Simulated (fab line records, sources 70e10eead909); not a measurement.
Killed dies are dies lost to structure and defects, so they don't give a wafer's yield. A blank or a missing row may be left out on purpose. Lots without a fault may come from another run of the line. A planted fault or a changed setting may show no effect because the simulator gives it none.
A struck lot beside a sound one | flow nand_harc | 14 steps out of a route of 1302
Sound: wafers L651.1, L651.3, L651.5. Struck: wafers L662.1, L662.2, L662.5. The cause comes at the end.
At each step with rows: each side's tool, then ch and its chambers, then its first start. Under that, the readings that differ: sound wafers | struck wafers | difference of the means | sigmas: that difference in standard deviations of wafers without a fault.
alike: readings whose means differ by less than 2 such deviations, and words and numbers that are the same on both sides. not compared: withheld readings, readings that some wafer has no value for, bounds like >300 that may hide the same value, and numbers for which the record gives no deviation and whose values overlap.
The two part at a step that has a row with sigmas, a row that says differs or no value, or rows on one side only. Numbers that don't overlap but have no deviation are shown without sigmas and don't part them. A reading that every wafer of one side lacks parts them only if that side has two wafers or more.

first, 1 step without rows for these wafers: NHARC_A_ONON_D1_DEP_06 (target thk 1000 nm).
NHARC_A_ONON_D1_THK_MEAS_08: measures by ellipsometry.
  sound on film_metro-02, day 9 01:58; struck on film_metro-02, day 13 18:39
  alike: thk_nm
then, 1 step without rows for these wafers: NHARC_A_ONON_D1_DEP_09 (target thk 1000 nm).
NHARC_A_ONON_D1_THK_MEAS_11: measures by ellipsometry.
  sound on film_metro-02, day 9 02:32; struck on film_metro-02, day 13 19:13
  alike: thk_nm
then, 1 step without rows for these wafers: NHARC_A_ONON_D1_DEP_12 (target thk 1000 nm).
NHARC_A_ONON_D1_THK_MEAS_14: measures by ellipsometry.
  sound on film_metro-02, day 9 03:05; struck on film_metro-01, day 13 19:47
  alike: thk_nm
then, 2 steps without rows for these wafers: NHARC_A_ONON_D1_ANNEAL_15 (time 3600 s); NHARC_A_ONON_D1_DEP_16 (target thk 1000 nm).
NHARC_A_ONON_D1_THK_MEAS_18: measures by ellipsometry.
  sound on film_metro-01, day 9 10:52; struck on film_metro-01, day 14 04:40
  alike: thk_nm
then, 1 step without rows for these wafers: NHARC_A_ONON_D1_DEP_19 (target thk 1000 nm).
NHARC_A_ONON_D1_THK_MEAS_21: measures by ellipsometry.
  sound on film_metro-01, day 9 11:27; struck on film_metro-01, day 14 05:14
  alike: thk_nm
NHARC_A_ONON_D1_DEP_22: target thk 1000 nm.
  sound on pecvd_onon-03 ch 0, day 9 11:30; struck on pecvd_onon-03 ch 0, day 14 05:17
NHARC_A_ONON_D1_THK_MEAS_24: measures by ellipsometry.
  sound on film_metro-01, day 9 12:01; struck on film_metro-01, day 14 05:48
  reading     | sound        | struck      | difference | sigmas
  thk_nm (nm) | 999 999 1000 | 971 970 972 | -28        | -4
then, 1 step without rows for these wafers: NHARC_A_ONON_D1_DEP_25 (target thk 1000 nm).

WHERE THEY PART
Only at NHARC_A_ONON_D1_THK_MEAS_24, within this record.

WHY: what the simulator had put in
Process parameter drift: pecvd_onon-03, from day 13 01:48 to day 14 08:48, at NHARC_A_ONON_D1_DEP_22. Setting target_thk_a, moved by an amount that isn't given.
